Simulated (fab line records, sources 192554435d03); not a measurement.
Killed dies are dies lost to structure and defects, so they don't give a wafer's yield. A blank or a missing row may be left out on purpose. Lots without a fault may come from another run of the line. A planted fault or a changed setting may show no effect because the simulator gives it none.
Chamber matching | flow n5_finfet | N5_BEOL_M4_ETCH_77 on rie_diel-02: 4 sister chambers
The step etches underlayer in N2/H2, target depth 6.5 nm, time 5.2 s. 18 wafers are shown with their chamber, then 9 later ones without.

WAFERS WITH THEIR CHAMBER
wafer  | chamber | drypump_motor_current_A (A) | throttle_valve_pct (%) | oes_product_au (a.u.)
L075.2 | 0       | 6.0                         | 17.63                  | 0.72
L075.4 | 0       | 6.0                         | 17.61                  | 0.73
L075.6 | 1       | 5.5                         | 17.97                  | 0.61
L076.3 | 3       | 5.5                         | 17.50                  | 0.75
L076.4 | 2       | 6.2                         | 17.37                  | 0.76
L076.6 | 2       | 6.2                         | 17.36                  | 0.76
L082.3 | 2       | 6.2                         | 17.41                  | 0.74
L082.4 | 0       | 6.0                         | 17.65                  | 0.73
L082.6 | 3       | 5.5                         | 17.54                  | 0.75
L083.1 | 2       | 6.2                         | 17.38                  | 0.75
L083.4 | 0       | 6.0                         | 17.66                  | 0.72
L083.5 | 1       | 5.5                         | 18.01                  | 0.61
L085.3 | 3       | 5.6                         | 17.53                  | 0.71
L085.5 | 0       | 6.0                         | 17.66                  | 0.70
L085.6 | 1       | 5.5                         | 18.01                  | 0.59
L092.2 | 0       | 6.0                         | 17.68                  | 0.69
L092.3 | 1       | 5.5                         | 18.07                  | 0.59
L092.6 | 3       | 5.6                         | 17.56                  | 0.71

SIGNATURES (means of the wafers above)
reading                 | chamber 0 | chamber 1 | chamber 2 | chamber 3 | scatter within a chamber
drypump_motor_current_A | 6.000     | 5.500     | 6.200     | 5.550     | 0.0267
throttle_valve_pct      | 17.6483   | 18.0150   | 17.3800   | 17.5325   | 0.0286
oes_product_au          | 0.7150    | 0.6000    | 0.7525    | 0.7300    | 0.0161
Rule: a wafer's distance from a chamber is the root of the sum, over the readings, of the square of ((its reading less the chamber's mean) divided by the reading's scatter). The wafer belongs to the nearest chamber; if the next one is less than 2 further off, it can't be placed. The scatter: the root of (the sum of the squares of (reading less its chamber's mean) over the shown wafers, divided by (wafers less chambers)).

WAFERS WITHOUT THEIR CHAMBER
wafer  | drypump_motor_current_A (A) | throttle_valve_pct (%) | oes_product_au (a.u.)
L093.2 | 6.0                         | 17.70                  | 0.69
L093.5 | 6.2                         | 17.45                  | 0.73
L093.6 | 5.5                         | 18.03                  | 0.59
L094.2 | 6.2                         | 17.46                  | 0.71
L094.3 | 5.5                         | 17.61                  | 0.70
L094.4 | 5.5                         | 18.06                  | 0.59
L096.3 | 6.2                         | 17.47                  | 0.71
L096.4 | 5.5                         | 18.05                  | 0.58
L096.5 | 6.0                         | 17.68                  | 0.68

WHICH CHAMBER EACH WENT THROUGH
wafer  | from the rows above | in truth
L093.2 | 0                   | 0
L093.5 | 2                   | 2
L093.6 | 1                   | 1
L094.2 | 2                   | 2
L094.3 | 3                   | 3
L094.4 | 1                   | 1
L096.3 | 2                   | 2
L096.4 | 1                   | 1
L096.5 | 0                   | 0
Placed correctly: 9 of 9. Can't be placed from these rows: 0. Placed wrongly: 0.
